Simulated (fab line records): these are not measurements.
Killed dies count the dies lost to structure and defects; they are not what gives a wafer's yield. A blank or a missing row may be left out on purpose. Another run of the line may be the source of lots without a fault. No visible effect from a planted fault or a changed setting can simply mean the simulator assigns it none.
Matching of chambers + flow nandHarc + NHARC_A_STAIRCASE_TRIM_229 on rieDiel-01 has 4 sister chambers
The step chemistry O2, time 211.2 s. 14 wafers are shown with their chamber, then 7 later ones without.

== WAFERS PAIRED WITH THEIR CHAMBERS ==
| wafer  | chamber | drypumpMotorCurrentA (A) | showerheadPlenumPTorr (Torr) | throttleValvePct (%) |
|--------|---------|--------------------------|------------------------------|----------------------|
| L076.1 | 1       | 6.10                     | 3.48                         | 17.033               |
| L076.2 | 0       | 5.51                     | 3.46                         | 17.037               |
| L076.5 | 0       | 5.49                     | 3.46                         | 17.043               |
| L078.1 | 2       | 6.11                     | 3.38                         | 17.040               |
| L078.3 | 1       | 6.10                     | 3.47                         | 17.037               |
| L078.6 | 2       | 6.11                     | 3.38                         | 17.046               |
| L080.2 | 3       | 5.69                     | 3.40                         | 17.045               |
| L080.3 | 2       | 6.10                     | 3.37                         | 17.036               |
| L080.6 | 2       | 6.12                     | 3.37                         | 17.022               |
| L085.3 | 1       | 6.11                     | 3.45                         | 17.023               |
| L085.5 | 1       | 6.11                     | 3.45                         | 17.032               |
| L085.6 | 0       | 5.49                     | 3.44                         | 17.042               |
| L086.2 | 3       | 5.67                     | 3.39                         | 17.044               |
| L086.5 | 3       | 5.68                     | 3.39                         | 17.040               |

SIGNATURES, as means of the wafers listed above
| reading               | chamber 0 | chamber 1 | chamber 2 | chamber 3 | scatter within a chamber |
|-----------------------|-----------|-----------|-----------|-----------|--------------------------|
| drypumpMotorCurrentA  | 5.4967    | 6.1050    | 6.1100    | 5.6800    | 0.00876                  |
| showerheadPlenumPTorr | 3.4533    | 3.4625    | 3.3750    | 3.3933    | 0.0105                   |
| throttleValvePct      | 17.04067  | 17.03125  | 17.03600  | 17.04300  | 0.00672                  |
Rule: for each reading, subtract the chamber's mean from the wafer's reading, divide by that reading's scatter and square the result; add these up over the readings and take the root, which gives the wafer's distance from the chamber. If the next closest chamber is less than 2 further off than the closest, the wafer can't be placed; otherwise it belongs to the closest. The scatter: take each reading less its chamber's mean, square it, sum over the shown wafers, divide by the number of wafers less the number of chambers, and take the root.

== WAFERS MISSING THEIR CHAMBER ==
| wafer  | drypumpMotorCurrentA (A) | showerheadPlenumPTorr (Torr) | throttleValvePct (%) |
|--------|--------------------------|------------------------------|----------------------|
| L086.6 | 6.13                     | 3.36                         | 17.026               |
| L091.1 | 6.09                     | 3.44                         | 17.034               |
| L091.3 | 6.13                     | 3.36                         | 17.030               |
| L091.5 | 6.08                     | 3.45                         | 17.017               |
| L096.1 | 6.10                     | 3.35                         | 17.032               |
| L096.2 | 6.12                     | 3.44                         | 17.021               |
| L096.3 | 5.66                     | 3.37                         | 17.039               |

== WHICH CHAMBER EACH WENT THROUGH ==
| wafer  | from the rows above | in truth |
|--------|---------------------|----------|
| L086.6 | 2                   | 2        |
| L091.1 | 1                   | 1        |
| L091.3 | 2                   | 2        |
| L091.5 | 1                   | 1        |
| L096.1 | 2                   | 2        |
| L096.2 | 1                   | 1        |
| L096.3 | 3                   | 3        |
Placed correctly: 7 of 7. Can't be placed from these rows: 0. Number placed wrongly: 0.
